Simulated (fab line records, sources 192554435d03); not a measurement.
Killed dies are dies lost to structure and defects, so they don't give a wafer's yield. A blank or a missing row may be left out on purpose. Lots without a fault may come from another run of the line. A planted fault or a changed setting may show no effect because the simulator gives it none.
Chamber matching | flow n5_finfet | N5_BEOL_M4_ETCHBACK_99 on rie_diel-01: 3 sister chambers
The step etches SiO2 in CHF3, target depth 5 nm, time 10.4 s. 22 wafers are shown with their chamber, then 7 later ones without.

WAFERS WITH THEIR CHAMBER
wafer  | chamber | drypump_motor_current_A (A) | showerhead_plenum_p_Torr (Torr) | rf_vpp_V (V)
L077.3 | 3       | 6.1                         | 2.09                            | 243
L077.5 | 3       | 6.1                         | 2.09                            | 245
L077.6 | 2       | 5.6                         | 2.09                            | 230
L076.4 | 2       | 5.6                         | 2.08                            | 230
L076.5 | 0       | 5.2                         | 2.25                            | 246
L076.6 | 3       | 6.2                         | 2.08                            | 244
L078.1 | 0       | 5.2                         | 2.25                            | 247
L078.2 | 2       | 5.6                         | 2.08                            | 232
L078.3 | 3       | 6.1                         | 2.08                            | 243
L079.2 | 0       | 5.2                         | 2.25                            | 246
L079.4 | 2       | 5.6                         | 2.08                            | 232
L079.5 | 0       | 5.2                         | 2.25                            | 246
L080.1 | 0       | 5.2                         | 2.25                            | 247
L080.4 | 0       | 5.2                         | 2.25                            | 247
L080.5 | 2       | 5.6                         | 2.08                            | 231
L082.1 | 0       | 5.2                         | 2.25                            | 246
L082.3 | 3       | 6.2                         | 2.08                            | 244
L082.4 | 2       | 5.6                         | 2.08                            | 230
L085.2 | 3       | 6.2                         | 2.08                            | 244
L085.4 | 2       | 5.6                         | 2.08                            | 231
L085.6 | 0       | 5.2                         | 2.24                            | 247
L091.3 | 3       | 6.1                         | 2.08                            | 242

SIGNATURES (means of the wafers above)
reading                  | chamber 0 | chamber 2 | chamber 3 | scatter within a chamber
drypump_motor_current_A  | 5.200     | 5.600     | 6.143     | 0.03
showerhead_plenum_p_Torr | 2.2488    | 2.0814    | 2.0829    | 0.00408
rf_vpp_V                 | 246.50    | 230.86    | 243.57    | 0.813
Rule: a wafer's distance from a chamber is the root of the sum, over the readings, of the square of ((its reading less the chamber's mean) divided by the reading's scatter). The wafer belongs to the nearest chamber; if the next one is less than 2 further off, it can't be placed. The scatter: the root of (the sum of the squares of (reading less its chamber's mean) over the shown wafers, divided by (wafers less chambers)).

WAFERS WITHOUT THEIR CHAMBER
wafer  | drypump_motor_current_A (A) | showerhead_plenum_p_Torr (Torr) | rf_vpp_V (V)
L091.6 | 5.2                         | 2.24                            | 246
L093.2 | 5.2                         | 2.24                            | 247
L093.6 | 5.6                         | 2.07                            | 230
L094.4 | 6.1                         | 2.07                            | 243
L094.5 | 5.6                         | 2.07                            | 230
L096.3 | 5.6                         | 2.07                            | 230
L096.5 | 5.6                         | 2.07                            | 231

WHICH CHAMBER EACH WENT THROUGH
wafer  | from the rows above | in truth
L091.6 | 0                   | 0
L093.2 | 0                   | 0
L093.6 | 2                   | 2
L094.4 | 3                   | 3
L094.5 | 2                   | 2
L096.3 | 2                   | 2
L096.5 | 2                   | 2
Placed correctly: 7 of 7. Can't be placed from these rows: 0. Placed wrongly: 0.
